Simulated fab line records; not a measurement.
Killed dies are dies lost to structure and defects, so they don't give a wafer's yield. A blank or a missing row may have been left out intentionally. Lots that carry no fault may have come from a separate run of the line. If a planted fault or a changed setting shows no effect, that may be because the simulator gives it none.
fab line records -- flow nandHarc
[record] lots = 14, wafers = 42, lastDay = 31
route steps=1302 shown A_STAIRCASE@795 A_BONDPAD@1228 THIN_TSV@1269 END@1302
lots with no fault: from the same line, run without faults
startH: the number of hours between the record's first day and the start of the first shown wafer of the lot -- waitH: time in hours since the lot's previous step -- " as in the row above -- L1.1+2: one row covering several wafers at once -- - value missing, or start not given -- * or withheld: withheld -- < > ~ a bound
route shown NAME@n: NAME is a module with steps in the file, n the number in the route of the first one -- usual: mean and standard deviation over wafers with no fault -- same: alike in all rows -- chamber/n: place in a boat -- sites: the reading at each site -- _std_site: the values' standard deviation -- _edge_site: mean of outer sites minus mean of inner sites -- radiusMm: for every site, how far away it sits from the centre of the wafer -- mask NAME#n: copy n -- behind: tool/chamber where the wafer was last shaped -- hold: the reason the lot was held/the length of the hold in hours/how it ended -- device: which transistor (n, p or np) failed to switch -- end of line: tests of these same wafers at the route's end -- step lacking rows: just its recipe -- killed: count of dies lost to structure and defects at first sort (not the wafer's yield) -- map: the dies of a wafer, with x for killed, . for not killed, _ for no die there
set.NAME: setting as actually run; set.NAME@STEP: the setting as run at that earlier step -- model.NAME: the simulator's own value behind a step, which no gauge read
one table for each step of the route and one row for each wafer, over a sample of lots
services: the hour from which a tool's chamber was out of use, counted from the record's first day as startH (under 0 if before that day), plus the number of hours and why
[[steps]]
[step NHARC_A_STAIRCASE_HM_DEP_459]
[recipe] targetThkA = 15000, tempC = 400, material = aC
[usual] susceptorTempC = 400.01/0.24, throttleValvePct = 34.999/0.0097
lot.wafer,tool,chamber,startH,waitH,susceptorTempC,throttleValvePct
L750.2,aclDep-03,0,378.79,5.0,400.36,34.983
L750.3,aclDep-03,0,378.79,5.0,399.90,34.994
L750.5,aclDep-03,0,378.79,5.0,400.33,35.006
L749.1,aclDep-03,0,392.47,7.4,-,35.011
L749.5,aclDep-03,0,393.68,8.6,-,34.988
L749.6,aclDep-03,0,393.68,8.6,-,35.001
L752.1,aclDep-01,0,393.12,0.5,-,34.993
L752.3,aclDep-01,0,393.12,0.5,-,35.001
L752.4,aclDep-01,0,393.12,0.5,-,35.005
L751.2,aclDep-02,0,397.55,0.4,399.75,35.017
L751.4,aclDep-02,0,397.55,0.4,399.74,34.997
L751.6,aclDep-02,0,397.55,0.4,399.56,35.014
L753.1,aclDep-01,0,414.00,0.1,-,35.003
L753.2,aclDep-01,0,414.00,0.1,-,34.976
L753.5,aclDep-01,0,414.00,0.1,-,34.990
L754.1,aclDep-03,0,443.90,0.1,-,34.986
L754.2,aclDep-03,0,443.90,0.1,-,34.993
L754.5,aclDep-03,0,443.90,0.1,-,34.983
L757.1,aclDep-01,0,445.09,0.3,-,34.998
L757.2,aclDep-01,0,445.09,0.3,-,35.001
L757.5,aclDep-01,0,445.09,0.3,-,34.969
L755.2,aclDep-03,0,446.36,0.4,400.21,34.995
L755.3,aclDep-03,0,446.36,0.4,400.23,35.006
L755.5,aclDep-03,0,446.36,0.4,399.98,35.002
L760.2,aclDep-03,0,474.74,0.4,399.75,34.982
L760.4,aclDep-03,0,474.74,0.4,400.20,35.001
L760.6,aclDep-03,0,474.74,0.4,400.18,35.016
L758.2,aclDep-01,0,476.20,0.4,400.45,34.989
L758.4,aclDep-01,0,476.20,0.4,400.23,34.998
L758.6,aclDep-01,0,476.20,0.4,400.29,35.017
L759.3,aclDep-02,0,478.39,0.7,-,34.988
L759.4,aclDep-02,0,478.39,0.7,-,35.007
L759.5,aclDep-02,0,478.39,0.7,-,34.999
L762.2,aclDep-03,0,525.46,3.2,399.93,34.996
L762.3,aclDep-03,0,525.46,3.2,399.73,35.004
L762.4,aclDep-03,0,525.46,3.2,400.16,35.014
L763.1,aclDep-03,0,527.00,2.8,400.17,34.994
L763.5,aclDep-03,0,528.23,4.1,400.10,35.006
L763.6,aclDep-03,0,528.23,4.1,400.00,35.008
L768.1,aclDep-03,0,558.62,1.2,-,34.991
L768.2,aclDep-03,0,558.62,1.2,-,35.003
L768.4,aclDep-03,0,558.62,1.2,-,34.998
[step NHARC_A_BONDPAD_PVD_27]
[recipe] targetThkA = 300, chamberPressurePa = 5, powerW = 5000, substrateTempC = 30, timeS = 20.49, material = Cu
[usual] throttleValvePct = 29.7/0.63
lot.wafer,tool,chamber,startH,waitH,throttleValvePct
L750.2,pvdSputter-01,-,-,-,29.3
L750.3,pvdSputter-01,-,-,-,30.3
L750.5,pvdSputter-01,-,-,-,29.4
L751.4,pvdSputter-02,-,-,-,29.4
L751.2,pvdSputter-02,-,-,-,30.0
L751.6,pvdSputter-02,-,-,-,29.2
L749.1,pvdSputter-03,-,-,-,29.8
L749.6,pvdSputter-03,-,-,-,28.9
L749.5,pvdSputter-03,-,-,-,30.7
L752.3,pvdSputter-03,-,-,-,29.1
L752.1,pvdSputter-03,-,-,-,30.5
L752.4,pvdSputter-03,-,-,-,31.0
L753.2,pvdSputter-03,-,-,-,30.7
L753.1,pvdSputter-03,-,-,-,28.9
L753.5,pvdSputter-03,-,-,-,30.9
L754.2,pvdSputter-02,-,-,-,28.9
L754.1,pvdSputter-02,-,-,-,29.4
L754.5,pvdSputter-02,-,-,-,29.9
L757.1,pvdSputter-03,-,-,-,31.0
L757.2,pvdSputter-03,-,-,-,29.1
L757.5,pvdSputter-03,-,-,-,29.9
L755.2,pvdSputter-03,-,-,-,30.5
L755.3,pvdSputter-03,-,-,-,29.6
L755.5,pvdSputter-03,-,-,-,29.6
L758.4,pvdSputter-01,-,-,-,28.8
L758.2,pvdSputter-01,-,-,-,29.9
L758.6,pvdSputter-01,-,-,-,29.8
L759.3,pvdSputter-01,-,-,-,29.7
L759.4,pvdSputter-01,-,-,-,29.6
L759.5,pvdSputter-01,-,-,-,29.8
L760.2,pvdSputter-02,-,-,-,29.5
L760.4,pvdSputter-02,-,-,-,30.2
L760.6,pvdSputter-02,-,-,-,29.2
L763.1,pvdSputter-01,-,-,-,30.4
L763.6,pvdSputter-01,-,-,-,30.4
L763.5,pvdSputter-01,-,-,-,29.3
L762.3,pvdSputter-03,-,-,-,29.7
L762.4,pvdSputter-03,-,-,-,31.2
L762.2,pvdSputter-03,-,-,-,29.0
L768.4,pvdSputter-02,-,-,-,28.9
L768.2,pvdSputter-02,-,-,-,29.3
L768.1,pvdSputter-02,-,-,-,29.9
[step NHARC_A_BONDPAD_ANNEAL_28]
[recipe] tempC = 225, timeS = 90
[usual] wafer_temp_C_max = 226.1/0.4
lot.wafer,tool,chamber,startH,waitH,wafer_temp_C_max
L750.2,rtpAnneal-01,0,544.62,-,225.8
L750.3,rtpAnneal-01,0,544.62,-,225.8
L750.5,rtpAnneal-01,0,544.62,-,226.0
L751.2,rtpAnneal-01,0,552.51,-,226.0
L751.4,rtpAnneal-01,0,552.51,-,225.8
L751.6,rtpAnneal-01,0,552.51,-,225.9
L749.1,rtpAnneal-02,0,554.26,0.3,226.8
L749.5,rtpAnneal-02,0,554.26,0.3,226.6
L749.6,rtpAnneal-02,0,554.26,0.3,226.6
L752.1,rtpAnneal-02,0,555.07,-,226.3
L752.3,rtpAnneal-02,0,555.07,-,226.3
L752.4,rtpAnneal-02,0,555.07,-,226.5
L753.1,rtpAnneal-02,0,568.48,0.3,226.2
L753.2,rtpAnneal-02,0,568.48,0.3,226.2
L753.5,rtpAnneal-02,0,568.48,0.3,226.5
L754.1,rtpAnneal-01,0,597.43,-,225.7
L754.2,rtpAnneal-01,0,597.43,-,225.7
L754.5,rtpAnneal-01,0,597.43,-,226.0
L757.1,rtpAnneal-02,0,599.13,0.3,226.5
L757.2,rtpAnneal-02,0,599.13,0.3,226.0
L757.5,rtpAnneal-02,0,599.13,0.3,226.3
L755.2,rtpAnneal-02,0,601.22,-,226.3
L755.3,rtpAnneal-02,0,601.22,-,226.2
L755.5,rtpAnneal-02,0,601.22,-,226.5
L758.2,rtpAnneal-02,0,622.69,0.4,226.3
L758.4,rtpAnneal-02,0,622.69,0.4,226.2
L758.6,rtpAnneal-02,0,622.69,0.4,226.4
L759.3,rtpAnneal-02,0,628.90,0.3,226.6
L759.4,rtpAnneal-02,0,628.90,0.3,226.9
L759.5,rtpAnneal-02,0,628.90,0.3,226.1
L760.2,rtpAnneal-01,0,634.74,0.4,225.7
L760.4,rtpAnneal-01,0,634.74,0.4,225.7
L760.6,rtpAnneal-01,0,634.74,0.4,225.7
L763.1,rtpAnneal-02,0,678.93,0.3,225.9
L763.5,rtpAnneal-02,0,678.93,0.3,226.0
L763.6,rtpAnneal-02,0,678.93,0.3,226.2
L762.2,rtpAnneal-01,0,680.25,-,226.0
L762.3,rtpAnneal-01,0,680.25,-,226.1
L762.4,rtpAnneal-01,0,680.25,-,226.1
L768.1,rtpAnneal-02,0,720.78,-,226.2
L768.2,rtpAnneal-02,0,720.78,-,226.4
L768.4,rtpAnneal-02,0,720.78,-,226.1
[step NHARC_THIN_TSV_STRIP_62]
[recipe] powerW = 1500, tempC = 250, timeS = 20, chemistry = N2/H2
[usual] drypumpMotorCurrentA = 5.9/0.38, heaterPowerW = 342/21
lot.wafer,tool,chamber,startH,waitH,drypumpMotorCurrentA,heaterPowerW,rfHoursCounterH
L750.2,plasmaAsher-01,0,561.44,-,5.7,324,6
L750.3,plasmaAsher-01,0,561.44,-,5.7,334,-
L750.5,plasmaAsher-01,1,561.44,-,5.7,356,-
L751.2,plasmaAsher-01,0,568.40,-,5.7,328,8
L751.4,plasmaAsher-01,0,568.40,-,5.7,328,-
L751.6,plasmaAsher-01,1,568.40,-,5.7,376,-
L749.1,plasmaAsher-01,0,569.82,-,5.7,328,9
L749.5,plasmaAsher-01,1,569.82,-,5.7,359,-
L749.6,plasmaAsher-01,0,569.82,-,5.7,331,-
L752.1,plasmaAsher-02,0,570.72,-,6.8,312,30
L752.4,plasmaAsher-02,1,570.72,-,5.9,348,-
L752.3,plasmaAsher-02,0,570.72,-,6.7,307,-
L753.2,plasmaAsher-02,0,585.28,-,6.7,309,33
L753.1,plasmaAsher-02,1,585.28,-,5.9,343,33
L753.5,plasmaAsher-02,1,585.28,-,5.9,346,-
L754.1,plasmaAsher-02,1,613.49,-,5.9,349,0
L754.2,plasmaAsher-02,0,613.49,-,6.7,309,0
L754.5,plasmaAsher-02,0,613.49,-,6.7,303,-
L757.2,plasmaAsher-01,0,614.50,-,5.7,325,19
L757.1,plasmaAsher-01,1,614.50,-,5.7,366,19
L757.5,plasmaAsher-01,1,614.50,-,5.7,369,-
L755.2,plasmaAsher-02,0,619.47,-,6.7,317,3
L755.3,plasmaAsher-02,0,619.47,-,6.7,313,-
L755.5,plasmaAsher-02,0,619.47,-,6.7,311,-
L758.2,plasmaAsher-02,1,638.56,-,5.9,345,6
L758.4,plasmaAsher-02,1,638.56,-,5.9,351,-
L758.6,plasmaAsher-02,0,638.56,-,6.7,316,-
L759.3,plasmaAsher-01,0,644.54,-,5.7,324,-
L759.4,plasmaAsher-01,1,644.54,-,5.7,366,-
L759.5,plasmaAsher-01,1,644.54,-,5.7,360,-
L760.2,plasmaAsher-01,0,650.26,-,5.7,335,27
L760.4,plasmaAsher-01,0,650.26,-,5.7,326,-
L760.6,plasmaAsher-01,0,650.26,-,5.7,330,-
L763.1,plasmaAsher-01,0,693.74,-,5.7,322,36
L763.6,plasmaAsher-01,1,693.74,-,5.7,365,-
L763.5,plasmaAsher-01,0,693.74,-,5.7,324,-
L762.2,plasmaAsher-01,0,694.94,-,5.7,328,36
L762.3,plasmaAsher-01,1,694.94,-,5.6,360,-
L762.4,plasmaAsher-01,0,694.94,-,5.7,324,-
L768.2,plasmaAsher-01,0,736.69,-,5.7,337,7
L768.1,plasmaAsher-01,1,736.69,-,5.7,369,7
L768.4,plasmaAsher-01,1,736.69,-,5.7,370,-
[step NHARC_END_SORT_01]
[recipe] tempC = 25
[usual] killedAtArray = 50/16, killedAtOther = 0.8/1, killedAtPeriphery = 4/3.1, killedDies = 54/16, killedOpen = 3.2/2, killedShort = 2.5/1.6
[same] grossDies = 677
lot.wafer,tool,chamber,startH,waitH,killedAtArray,killedAtOther,killedAtPeriphery,killedDies,killedOpen,killedShort
L762.2,prober-01,0,705.65,2.8,98,0,0,98,1,2
L762.3,prober-01,0,706.45,3.1,116,0,4,120,5,4
L762.4,prober-01,0,707.25,3.4,142,1,3,146,4,4
L763.1,prober-02,0,712.63,2.5,120,1,8,129,4,3
L763.5,prober-02,0,715.84,3.7,115,0,4,119,3,2
L763.6,prober-02,0,716.64,4.0,104,0,1,105,2,3
L768.1,prober-01,0,752.65,2.5,118,1,0,119,0,5
L768.2,prober-01,0,753.45,2.8,107,2,1,110,3,5
L768.4,prober-01,0,755.05,3.4,101,3,1,105,8,2
// killed by level:class
L762.2 A_STAIRCASE:unspecified=50 A_SLIT:chamberFilmFlake=19 A_CHANNEL_HOLE_D2:chamberFilmFlake=10 A_CHANNEL_HOLE_D1:chamberFilmFlake=10 A_STAIRCASE:chamberFilmFlake=3 A_DECK1_JOINT:geometricParticle:short=1 A_SGD_CUT:geometricParticle:short=1 A_M0:geometricParticle:open=1
L762.3 A_STAIRCASE:unspecified=49 A_SLIT:chamberFilmFlake=19 A_CHANNEL_HOLE_D2:chamberFilmFlake=16 A_CHANNEL_HOLE_D1:chamberFilmFlake=14 A_STAIRCASE:chamberFilmFlake=4 A_CONTACT:chamberFilmFlake=3 P_CONTACT:geometricParticle:open=2 A_M1:chamberFilmFlake=2
L762.4 A_STAIRCASE:unspecified=52 A_CHANNEL_HOLE_D2:chamberFilmFlake=28 A_CHANNEL_HOLE_D1:chamberFilmFlake=27 A_SLIT:chamberFilmFlake=23 A_M1:chamberFilmFlake=3 A_M0:geometricParticle:open=2 P_GATE:geometricParticle:open=1 P_M0:geometricParticle:short=1
L763.1 A_STAIRCASE:unspecified=56 A_CHANNEL_HOLE_D1:chamberFilmFlake=34 A_CHANNEL_HOLE_D2:chamberFilmFlake=14 A_CONTACT:chamberFilmFlake=8 P_M2:chamberFilmFlake=5 P_CONTACT:geometricParticle:open=2 A_SLIT:chamberFilmFlake=2 A_ONON_D2:geometricParticle:short=1
L763.5 A_STAIRCASE:unspecified=51 A_CHANNEL_HOLE_D1:chamberFilmFlake=29 A_CHANNEL_HOLE_D2:chamberFilmFlake=16 A_CONTACT:chamberFilmFlake=10 A_SLIT:chamberFilmFlake=3 P_M2:chamberFilmFlake=2 P_M0:geometricParticle:open=1 A_ONON_D2:geometricParticle:short=1
L763.6 A_STAIRCASE:unspecified=53 A_CHANNEL_HOLE_D1:chamberFilmFlake=15 A_CHANNEL_HOLE_D2:chamberFilmFlake=11 A_CONTACT:chamberFilmFlake=9 A_SLIT:chamberFilmFlake=3 A_WL_FILL:chamberFilmFlake=3 A_M1:chamberFilmFlake=3 A_CHANNEL_FILL_D1:geometricParticle:open=1
L768.1 A_STAIRCASE:unspecified=49 A_SLIT:chamberFilmFlake=25 A_CHANNEL_HOLE_D2:chamberFilmFlake=19 A_CHANNEL_HOLE_D1:chamberFilmFlake=9 A_CONTACT:chamberFilmFlake=6 A_SGD_CUT:chamberFilmFlake=2 A_ONON_D1:geometricParticle:short=1 A_CHANNEL_FILL_D1:geometricParticle:short=1
L768.2 A_STAIRCASE:unspecified=49 A_CHANNEL_HOLE_D2:chamberFilmFlake=20 A_SLIT:chamberFilmFlake=20 A_CONTACT:chamberFilmFlake=5 A_CHANNEL_HOLE_D1:chamberFilmFlake=3 A_CHANNEL_FILL_D1:geometricParticle:open=2 THIN_TSV:chamberFilmFlake=2 A_ONON_D1:geometricParticle:short=1
L768.4 A_STAIRCASE:unspecified=45 A_SLIT:chamberFilmFlake=27 A_CHANNEL_HOLE_D2:chamberFilmFlake=7 A_CONTACT:chamberFilmFlake=6 A_CHANNEL_HOLE_D1:chamberFilmFlake=5 THIN_TSV:chamberFilmFlake=3 A_CHANNEL_HOLE_D1:geometricParticle:open=2 A_BLC:geometricParticle:open=2
[[services]]
tool,chamber,startH,hours,kind
pvdSputter-01,-,357.29,2.0,repair
aclDep-01,-,370.25,13.0,pm
rtpAnneal-01,-,372.00,12.0,pm
pvdSputter-01,-,404.36,10.0,pm
plasmaAsher-02,-,426.00,9.0,pm
pvdSputter-02,-,460.00,10.0,pm
plasmaAsher-01,-,463.26,1.5,repair
aclDep-03,-,482.03,13.0,pm
plasmaAsher-01,-,519.00,9.0,pm
plasmaAsher-02,-,524.06,1.6,repair
pvdSputter-03,-,526.00,10.0,pm
pvdSputter-01,-,550.87,30.4,repair
aclDep-01,-,552.66,13.0,pm
pvdSputter-03,-,577.88,4.2,repair
pvdSputter-01,-,582.36,10.0,pm
plasmaAsher-02,-,603.00,9.0,pm
pvdSputter-02,-,613.74,2.8,repair
pvdSputter-03,-,637.09,2.3,repair
pvdSputter-02,-,638.00,10.0,pm
aclDep-03,-,663.03,13.0,pm
plasmaAsher-01,-,696.00,9.0,pm
pvdSputter-03,-,704.00,10.0,pm
pvdSputter-02,-,712.31,6.9,repair
aclDep-01,-,733.69,13.0,pm
[[key]]
[firstSign] step = NHARC_END_SORT_01, reading = killedAtArray, direction = up, sigmas = 4, usual = 50, struck = 113
[effect] step = NHARC_END_SORT_01, reading = killedDies, direction = up, sigmas = 3.8, usual = 54, struck = 117
[moreKillsBornAt] NHARC_A_STAIRCASE_HM_DEP_459@aclDep-03 = 454
metAt NHARC_A_STAIRCASE_HM_DEP_459
struckLots L762,L763,L768
testerLeftOut L762,L763,L768
notActingAt NHARC_A_BONDPAD_PVD_27,NHARC_A_BONDPAD_ANNEAL_28,NHARC_THIN_TSV_STRIP_62
alsoFits time
[fault] kind = chamberParticleSource, tool = aclDep-03, chamber = -, onsetH = 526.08, steps = NHARC_A_STAIRCASE_HM_DEP_459, ratePerVisitCm2 = 1.6974, endH = 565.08
// testerLeftOut: of these lots the tester's yield and bins aren't shown, on N5 and GAA mostly nor the transistor test; their killed dies are dies lost to structure and defects alone, not to doping, threshold or leakage, so they don't give the yield
